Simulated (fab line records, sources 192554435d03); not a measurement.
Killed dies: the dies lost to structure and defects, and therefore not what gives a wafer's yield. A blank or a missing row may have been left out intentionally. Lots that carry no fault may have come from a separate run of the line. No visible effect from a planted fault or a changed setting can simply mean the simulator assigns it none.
Which tool is to blame? | flow n5Finfet | Sampling: 22 lots, 66 wafers, 6 of 1938 route steps

## WHAT EACH GAUGE READ, for each wafer
N5_BEOL_M15_OVL_MEAS_11.
lot  | measured     | on         | V14_OVL (nm)
L076 | day 11 09:03 | overlay-02 | 0 -14 -1
L075 | day 11 17:13 | overlay-02 | 7 -4 2
L077 | day 11 17:23 | overlay-01 | -10 -1 -1
L078 | day 12 09:50 | overlay-01 | 1 -9 -2
L079 | day 12 22:12 | overlay-02 | -9 2 -2
L080 | day 13 00:27 | overlay-01 | 1 4 5
L081 | day 13 08:01 | overlay-01 | 4 -5 -2
L084 | day 13 14:43 | overlay-01 | 1 4 1
L082 | day 13 18:24 | overlay-02 | -12 1 -5
L083 | day 13 18:47 | overlay-02 | -5 -2 -3
L085 | day 14 13:22 | overlay-02 | 2 1 -2
L087 | day 14 17:09 | overlay-02 | -3 -6 -4
L089 | day 15 00:52 | overlay-01 | -4 7 -2
L086 | day 15 06:23 | overlay-02 | 6 0 3
L088 | day 15 14:33 | overlay-01 | -12 -3 -11
L090 | day 15 19:59 | overlay-02 | -5 -4 -8
L092 | day 15 23:13 | overlay-02 | -8 1 -8
L091 | day 16 01:50 | overlay-01 | -2 3 -2
L094 | day 17 01:19 | overlay-01 | 4 -1 4
L097 | day 17 01:28 | overlay-01 | -6 2 -4
L095 | day 17 04:50 | overlay-01 | -4 -4 0
L096 | day 17 10:27 | overlay-01 | 0 -4 5

## EACH LOT AND THE TOOL THAT RAN IT (in order: tool; ch and the chambers of the sampled wafers; start)
lot  | N5_BEOL_M14_DESCUM_15             | N5_BEOL_M14_ETCH_59               | N5_BEOL_M14_STRIP_64                         | N5_BEOL_M14_STRIP_37              | N5_BEOL_M14_ETCH_38
L076 | rieDiel-04 ch 0,2,3, day 11 00:47 | rieDiel-04 ch 0,2,3, day 11 00:50 | rieDiel-04 ch 0,2,3, day 11 06:41 or earlier | rieDiel-03 ch 0,3, day 11 06:41   | rieDiel-03 ch 0,3, day 11 09:03 or earlier
L075 | rieDiel-03 ch 0,2,3, day 11 04:20 | rieDiel-03 ch 0,2,3, day 11 04:23 | rieDiel-03 ch 0,2,3, day 11 13:54 or earlier | rieDiel-03 ch 0,1,3, day 11 13:54 | rieDiel-03 ch 0,1,3, day 11 17:13 or earlier
L077 | rieDiel-04 ch 0,3, day 11 09:34   | rieDiel-04 ch 0,3, day 11 09:36   | rieDiel-04 ch 0,3, day 11 14:34 or earlier   | rieDiel-03 ch 0,1, day 11 14:34   | rieDiel-03 ch 0,1, day 11 17:23 or earlier
L078 | rieDiel-04 ch 0,1,3, day 12 05:13 | rieDiel-04 ch 0,1,3, day 12 05:15 | rieDiel-04 ch 0,1,3, day 12 07:32 or earlier | rieDiel-03 ch 0,1,3, day 12 07:32 | rieDiel-03 ch 0,1,3, day 12 09:50 or earlier
L079 | rieDiel-05 ch 0,1,2, day 12 16:59 | rieDiel-05 ch 0,1,2, day 12 17:02 | rieDiel-05 ch 0,1,2, day 12 19:05 or earlier | rieDiel-03 ch 0,3, day 12 19:05   | rieDiel-03 ch 0,3, day 12 22:12 or earlier
L080 | rieDiel-04 ch 0,1,3, day 12 19:29 | rieDiel-04 ch 0,1,3, day 12 19:32 | rieDiel-04 ch 0,1,3, day 12 21:39 or earlier | rieDiel-04 ch 0,1,3, day 12 21:39 | rieDiel-04 ch 0,1,3, day 13 00:27 or earlier
L081 | rieDiel-04 ch 1,3, day 12 21:48   | rieDiel-04 ch 1,3, day 12 21:50   | rieDiel-04 ch 1,3, day 13 04:38 or earlier   | rieDiel-04 ch 0,2, day 13 04:38   | rieDiel-04 ch 0,2, day 13 08:01 or earlier
L084 | rieDiel-05 ch 0,2, day 13 10:38   | rieDiel-05 ch 0,2, day 13 10:40   | rieDiel-05 ch 0,2, day 13 12:13 or earlier   | rieDiel-03 ch 2,3, day 13 12:13   | rieDiel-03 ch 2,3, day 13 14:43 or earlier
L082 | rieDiel-03 ch 1,3, day 13 13:32   | rieDiel-03 ch 1,3, day 13 13:35   | rieDiel-03 ch 1,3, day 13 15:54 or earlier   | rieDiel-03 ch 1,2,3, day 13 15:54 | rieDiel-03 ch 1,2,3, day 13 18:24 or earlier
L083 | rieDiel-03 ch 0,2,3, day 13 14:00 | rieDiel-03 ch 0,2,3, day 13 14:02 | rieDiel-03 ch 0,2,3, day 13 16:04 or earlier | rieDiel-03 ch 0,1,2, day 13 16:04 | rieDiel-03 ch 0,1,2, day 13 18:47 or earlier
L085 | rieDiel-03 ch 0,1, day 14 02:59   | rieDiel-03 ch 0,1, day 14 03:01   | rieDiel-03 ch 0,1, day 14 10:19 or earlier   | rieDiel-05 ch 2,3, day 14 10:19   | rieDiel-05 ch 2,3, day 14 13:22 or earlier
L087 | rieDiel-05 ch 0,2,3, day 14 12:34 | rieDiel-05 ch 0,2,3, day 14 12:36 | rieDiel-05 ch 0,2,3, day 14 14:30 or earlier | rieDiel-04 ch 0,1, day 14 14:30   | rieDiel-04 ch 0,1, day 14 17:09 or earlier
L089 | rieDiel-05 ch 0,2, day 14 17:52   | rieDiel-05 ch 0,2, day 14 17:54   | rieDiel-05 ch 0,2, day 14 22:16 or earlier   | rieDiel-05 ch 0,3, day 14 22:16   | rieDiel-05 ch 0,3, day 15 00:52 or earlier
L086 | rieDiel-05 ch 0,2,3, day 15 02:07 | rieDiel-05 ch 0,2,3, day 15 02:09 | rieDiel-05 ch 0,2,3, day 15 03:53 or earlier | rieDiel-04 ch 1,2, day 15 03:53   | rieDiel-04 ch 1,2, day 15 06:23 or earlier
L088 | rieDiel-04 ch 0,1,3, day 15 10:28 | rieDiel-04 ch 0,1,3, day 15 10:29 | rieDiel-04 ch 0,1,3, day 15 12:05 or earlier | rieDiel-05 ch 1,2,3, day 15 12:05 | rieDiel-05 ch 1,2,3, day 15 14:33 or earlier
L090 | rieDiel-03 ch 0,3, day 15 12:28   | rieDiel-03 ch 0,3, day 15 12:29   | rieDiel-03 ch 0,3, day 15 16:47 or earlier   | rieDiel-05 ch 0,1, day 15 16:47   | rieDiel-05 ch 0,1, day 15 19:59 or earlier
L092 | rieDiel-03 ch 0,1, day 15 19:26   | rieDiel-03 ch 0,1, day 15 19:29   | rieDiel-03 ch 0,1, day 15 21:01 or earlier   | rieDiel-04 ch 1,2,3, day 15 21:01 | rieDiel-04 ch 1,2,3, day 15 23:13 or earlier
L091 | rieDiel-04 ch 1,2, day 15 20:06   | rieDiel-04 ch 1,2, day 15 20:08   | rieDiel-04 ch 1,2, day 15 23:15 or earlier   | rieDiel-03 ch 0,2, day 15 23:15   | rieDiel-03 ch 0,2, day 16 01:50 or earlier
L094 | rieDiel-03 ch 1,2,3, day 16 19:34 | rieDiel-03 ch 1,2,3, day 16 19:36 | rieDiel-03 ch 1,2,3, day 16 22:40 or earlier | rieDiel-03 ch 1,2,3, day 16 22:40 | rieDiel-03 ch 1,2,3, day 17 01:19 or earlier
L097 | rieDiel-03 ch 1,2,3, day 16 20:19 | rieDiel-03 ch 1,2,3, day 16 20:20 | rieDiel-03 ch 1,2,3, day 16 22:49 or earlier | rieDiel-03 ch 0,2,3, day 16 22:49 | rieDiel-03 ch 0,2,3, day 17 01:28 or earlier
L095 | rieDiel-04 ch 0,1, day 17 00:38   | rieDiel-04 ch 0,1, day 17 00:40   | rieDiel-04 ch 0,1, day 17 02:16 or earlier   | rieDiel-04 ch 0,1,2, day 17 02:16 | rieDiel-04 ch 0,1,2, day 17 04:50 or earlier
L096 | rieDiel-05 ch 2,3, day 17 04:57   | rieDiel-05 ch 2,3, day 17 04:59   | rieDiel-05 ch 2,3, day 17 07:11 or earlier   | rieDiel-05 ch 0,1,2, day 17 07:11 | rieDiel-05 ch 0,1,2, day 17 10:27 or earlier
- N5_BEOL_M14_DESCUM_15: chemistry O2, time 7.9 s.
- N5_BEOL_M14_ETCH_59: etches BARC in N2/H2, target depth 89 nm, overetch 26.7 nm, time 67.9 s.
- N5_BEOL_M14_STRIP_64: strips in O2.
- N5_BEOL_M14_STRIP_37: strips in O2.
- N5_BEOL_M14_ETCH_38: etches SiCN in CF4/N2, target depth 106.5 nm, time 120.6 s.

## AS READ BY THE TOOLS THEMSELVES (means over the sampled wafers that have a number; for cases with no such wafer, the mark the record gives instead)
N5_BEOL_M14_DESCUM_15.
lot  | tool       | drypumpMotorCurrentA (A) | oesProductAu (a.u.) | rfVppV (V) | showerheadPlenumPTorr (Torr) | throttleValvePct (%)
L076 | rieDiel-04 | 6.4                      | 0.73                | 243.0      | 2.07                         | 20.36
L075 | rieDiel-03 | 5.6                      | 0.75                | 242.8      | 2.08                         | 20.64
L077 | rieDiel-04 | 6.4                      | 0.71                | 243.3      | 2.11                         | 20.27
L078 | rieDiel-04 | 6.3                      | 0.81                | 242.3      | 2.11                         | 20.17
L079 | rieDiel-05 | 5.6                      | 0.86                | 244.1      | 2.18                         | 20.18
L080 | rieDiel-04 | 6.3                      | 0.79                | 243.8      | 2.10                         | 20.19
L081 | rieDiel-04 | 6.1                      | 0.87                | 242.8      | 2.10                         | 20.08
L084 | rieDiel-05 | 5.9                      | 0.93                | 245.5      | 2.24                         | 20.10
L082 | rieDiel-03 | 6.2                      | 0.81                | 241.9      | 2.02                         | 20.21
L083 | rieDiel-03 | 5.6                      | 0.82                | 242.3      | 2.08                         | 20.55
L085 | rieDiel-03 | 6.2                      | 0.76                | 243.1      | 2.04                         | 20.26
L087 | rieDiel-05 | 6.0                      | 0.91                | 245.0      | 2.19                         | 20.01
L089 | rieDiel-05 | 5.9                      | 0.90                | 245.2      | 2.23                         | 20.13
L086 | rieDiel-05 | 6.0                      | 0.91                | 244.6      | 2.19                         | 20.01
L088 | rieDiel-04 | 6.3                      | 0.86                | 242.9      | 2.10                         | 20.10
L090 | rieDiel-03 | 5.4                      | 0.76                | 241.9      | 2.04                         | 20.51
L092 | rieDiel-03 | 5.8                      | 0.71                | 242.1      | 2.05                         | 20.43
L091 | rieDiel-04 | 6.2                      | 0.89                | 242.5      | 2.11                         | 20.12
L094 | rieDiel-03 | 6.0                      | 0.82                | 242.7      | 2.05                         | 20.45
L097 | rieDiel-03 | 6.0                      | 0.83                | 242.6      | 2.05                         | 20.45
L095 | rieDiel-04 | 6.2                      | 0.89                | 244.6      | 2.14                         | 20.06
L096 | rieDiel-05 | 6.0                      | 0.87                | 244.5      | 2.18                         | 20.15

N5_BEOL_M14_ETCH_59.
lot  | tool       | drypumpMotorCurrentA (A) | oesProductAu (a.u.) | rfVppV (V) | showerheadPlenumPTorr (Torr) | throttleValvePct (%)
L076 | rieDiel-04 | 6.4                      | 0.61                | 523.8      | 2.52                         | 17.89
L075 | rieDiel-03 | 5.6                      | 0.64                | 523.3      | 2.53                         | 18.11
L077 | rieDiel-04 | 6.4                      | 0.61                | 524.4      | 2.55                         | 17.72
L078 | rieDiel-04 | 6.3                      | 0.69                | 523.5      | 2.55                         | 17.61
L079 | rieDiel-05 | 5.6                      | 0.73                | 526.8      | 2.65                         | 17.70
L080 | rieDiel-04 | 6.3                      | 0.69                | 524.7      | 2.55                         | 17.61
L081 | rieDiel-04 | 6.1                      | 0.75                | 523.7      | 2.54                         | 17.49
L084 | rieDiel-05 | 5.9                      | 0.79                | 528.1      | 2.72                         | 17.60
L082 | rieDiel-03 | 6.2                      | 0.70                | 521.4      | 2.47                         | 17.74
L083 | rieDiel-03 | 5.6                      | 0.70                | 523.5      | 2.52                         | 17.99
L085 | rieDiel-03 | 6.2                      | 0.65                | 522.2      | 2.48                         | 17.75
L087 | rieDiel-05 | 6.0                      | 0.78                | 527.9      | 2.67                         | 17.50
L089 | rieDiel-05 | 5.8                      | 0.76                | 528.4      | 2.72                         | 17.62
L086 | rieDiel-05 | 6.0                      | 0.76                | 527.4      | 2.67                         | 17.52
L088 | rieDiel-04 | 6.3                      | 0.73                | 524.7      | 2.54                         | 17.51
L090 | rieDiel-03 | 5.5                      | 0.66                | 521.4      | 2.48                         | 17.96
L092 | rieDiel-03 | 5.8                      | 0.61                | 521.9      | 2.48                         | 17.86
L091 | rieDiel-04 | 6.2                      | 0.76                | 524.5      | 2.56                         | 17.55
L094 | rieDiel-03 | 6.0                      | 0.69                | 522.5      | 2.50                         | 17.96
L097 | rieDiel-03 | 6.0                      | 0.70                | 521.7      | 2.50                         | 17.96
L095 | rieDiel-04 | 6.3                      | 0.75                | 525.3      | 2.59                         | 17.41
L096 | rieDiel-05 | 6.0                      | 0.74                | 526.5      | 2.66                         | 17.67

N5_BEOL_M14_STRIP_64.
lot  | tool       | drypumpMotorCurrentA (A) | oesProductAu (a.u.) | rfVppV (V) | showerheadPlenumPTorr (Torr) | throttleValvePct (%)
L076 | rieDiel-04 | 6.3                      | 0.71                | 3.6        | 2.07                         | 16.64
L075 | rieDiel-03 | 5.6                      | 0.74                | 4.0        | 2.09                         | 16.89
L077 | rieDiel-04 | 6.4                      | 0.72                | 3.5        | 2.12                         | 16.55
L078 | rieDiel-04 | 6.3                      | 0.81                | 3.6        | 2.11                         | 16.43
L079 | rieDiel-05 | 5.6                      | 0.86                | 3.8        | 2.18                         | 16.42
L080 | rieDiel-04 | 6.3                      | 0.79                | 3.5        | 2.11                         | 16.45
L081 | rieDiel-04 | 6.1                      | 0.87                | 3.8        | 2.11                         | 16.31
L084 | rieDiel-05 | 5.9                      | 0.92                | 3.9        | 2.24                         | 16.33
L082 | rieDiel-03 | 6.2                      | 0.82                | 4.1        | 2.02                         | 16.47
L083 | rieDiel-03 | 5.6                      | 0.82                | 3.2        | 2.08                         | 16.77
L085 | rieDiel-03 | 6.2                      | 0.76                | 3.6        | 2.04                         | 16.55
L087 | rieDiel-05 | 6.0                      | 0.92                | 3.4        | 2.20                         | 16.25
L089 | rieDiel-05 | 5.9                      | 0.90                | 3.5        | 2.24                         | 16.36
L086 | rieDiel-05 | 5.9                      | 0.90                | 3.4        | 2.20                         | 16.26
L088 | rieDiel-04 | 6.3                      | 0.86                | 3.5        | 2.10                         | 16.34
L090 | rieDiel-03 | 5.4                      | 0.77                | 3.6        | 2.04                         | 16.76
L092 | rieDiel-03 | 5.8                      | 0.72                | 3.1        | 2.05                         | 16.73
L091 | rieDiel-04 | 6.2                      | 0.89                | 3.4        | 2.11                         | 16.34
L094 | rieDiel-03 | 6.0                      | 0.82                | 3.4        | 2.05                         | 16.68
L097 | rieDiel-03 | 6.0                      | 0.82                | 3.5        | 2.05                         | 16.68
L095 | rieDiel-04 | 6.2                      | 0.88                | 4.3        | 2.15                         | 16.28
L096 | rieDiel-05 | 6.0                      | 0.87                | 3.5        | 2.18                         | 16.37

N5_BEOL_M14_STRIP_37.
lot  | tool       | drypumpMotorCurrentA (A) | oesProductAu (a.u.) | rfVppV (V) | showerheadPlenumPTorr (Torr) | throttleValvePct (%)
L076 | rieDiel-03 | 5.4                      | 0.75                | 3.2        | 2.07                         | 16.76
L075 | rieDiel-03 | 5.8                      | 0.79                | 4.3        | 2.05                         | 16.60
L077 | rieDiel-03 | 6.1                      | 0.78                | 3.0        | 2.05                         | 16.50
L078 | rieDiel-03 | 5.8                      | 0.77                | 3.3        | 2.05                         | 16.61
L079 | rieDiel-03 | 5.4                      | 0.79                | 4.3        | 2.05                         | 16.72
L080 | rieDiel-04 | 6.3                      | 0.79                | 4.5        | 2.11                         | 16.44
L081 | rieDiel-04 | 6.4                      | 0.88                | 3.5        | 2.08                         | 16.53
L084 | rieDiel-03 | 5.8                      | 0.92                | 4.0        | 2.10                         | 16.76
L082 | rieDiel-03 | 6.0                      | 0.86                | 3.1        | 2.06                         | 16.61
L083 | rieDiel-03 | 6.0                      | 0.81                | 4.1        | 2.08                         | 16.68
L085 | rieDiel-05 | 6.0                      | 0.92                | 4.2        | 2.16                         | 16.14
L087 | rieDiel-04 | 6.4                      | 0.95                | 3.9        | 2.16                         | 16.23
L089 | rieDiel-05 | 6.0                      | 0.90                | 3.5        | 2.16                         | 16.08
L086 | rieDiel-04 | 6.3                      | 0.91                | 4.5        | 2.07                         | 16.41
L088 | rieDiel-05 | 5.7                      | 0.93                | 4.4        | 2.13                         | 16.23
L090 | rieDiel-05 | 5.3                      | 0.95                | 2.7        | 2.11                         | 16.18
L092 | rieDiel-04 | 6.2                      | 0.83                | 4.5        | 2.06                         | 16.44
L091 | rieDiel-03 | 5.8                      | 0.83                | 2.9        | 2.11                         | 16.84
L094 | rieDiel-03 | 6.0                      | 0.82                | 4.1        | 2.05                         | 16.68
L097 | rieDiel-03 | 5.6                      | 0.90                | 3.3        | 2.07                         | 16.69
L095 | rieDiel-04 | 6.3                      | 0.90                | 3.6        | 2.11                         | 16.36
L096 | rieDiel-05 | 5.6                      | 0.87                | 3.0        | 2.17                         | 16.33

N5_BEOL_M14_ETCH_38.
lot  | tool       | drypumpMotorCurrentA (A) | oesProductAu (a.u.) | rfVppV (V) | showerheadPlenumPTorr (Torr) | throttleValvePct (%)
L076 | rieDiel-03 | 5.4                      | 0.75                | 381.4      | 2.18                         | 15.54
L075 | rieDiel-03 | 5.8                      | 0.80                | 381.0      | 2.16                         | 15.41
L077 | rieDiel-03 | 6.2                      | 0.79                | 381.0      | 2.16                         | 15.32
L078 | rieDiel-03 | 5.8                      | 0.79                | 380.6      | 2.16                         | 15.43
L079 | rieDiel-03 | 5.4                      | 0.79                | 381.5      | 2.17                         | 15.54
L080 | rieDiel-04 | 6.3                      | 0.79                | 382.3      | 2.21                         | 15.18
L081 | rieDiel-04 | 6.5                      | 0.88                | 382.2      | 2.19                         | 15.34
L084 | rieDiel-03 | 5.8                      | 0.92                | 382.3      | 2.22                         | 15.52
L082 | rieDiel-03 | 6.0                      | 0.87                | 382.0      | 2.18                         | 15.43
L083 | rieDiel-03 | 5.9                      | 0.81                | 382.4      | 2.19                         | 15.44
L085 | rieDiel-05 | 6.1                      | 0.92                | 383.7      | 2.28                         | 14.99
L087 | rieDiel-04 | 6.3                      | 0.94                | 383.3      | 2.25                         | 14.89
L089 | rieDiel-05 | 6.0                      | 0.91                | 383.6      | 2.28                         | 14.89
L086 | rieDiel-04 | 6.3                      | 0.91                | 381.7      | 2.19                         | 15.21
L088 | rieDiel-05 | 5.7                      | 0.92                | 382.9      | 2.25                         | 15.04
L090 | rieDiel-05 | 5.3                      | 0.94                | 383.7      | 2.22                         | 14.95
L092 | rieDiel-04 | 6.2                      | 0.84                | 381.0      | 2.17                         | 15.22
L091 | rieDiel-03 | 5.7                      | 0.82                | 382.4      | 2.22                         | 15.59
L094 | rieDiel-03 | 6.0                      | 0.82                | 381.8      | 2.17                         | 15.47
L097 | rieDiel-03 | 5.6                      | 0.88                | 380.7      | 2.19                         | 15.46
L095 | rieDiel-04 | 6.4                      | 0.89                | 382.4      | 2.21                         | 15.08
L096 | rieDiel-05 | 5.6                      | 0.87                | 384.6      | 2.28                         | 15.10

## THE ANSWER, worked out from the rows above alone
Rule: usual is defined by the lots themselves. Put in order of their means at a reading, lots are off if they are a third of the lots or fewer, leave a main group of 4 or more, and stand apart from it by a gap of 3 or more times the standard deviation of the main group's means; of several such gaps the widest counts. Not used: any main group whose means are identical at the precision the tables above print for the reading. Also off: a lot with no number at a reading for which 4 or more lots have one. The other lots that the step has rows for count as sound. Order of review: gauges by route order, followed by the tools' own readings, for which a lot's mean as printed above is used. The first step at which some lot is off is used, and at that step the reading that is off furthest; a lot without a number counts as furthest.
No lot is off on any of the readings shown, so nothing can be concluded from this.

## WHAT THE SIMULATOR HAD PUT IN
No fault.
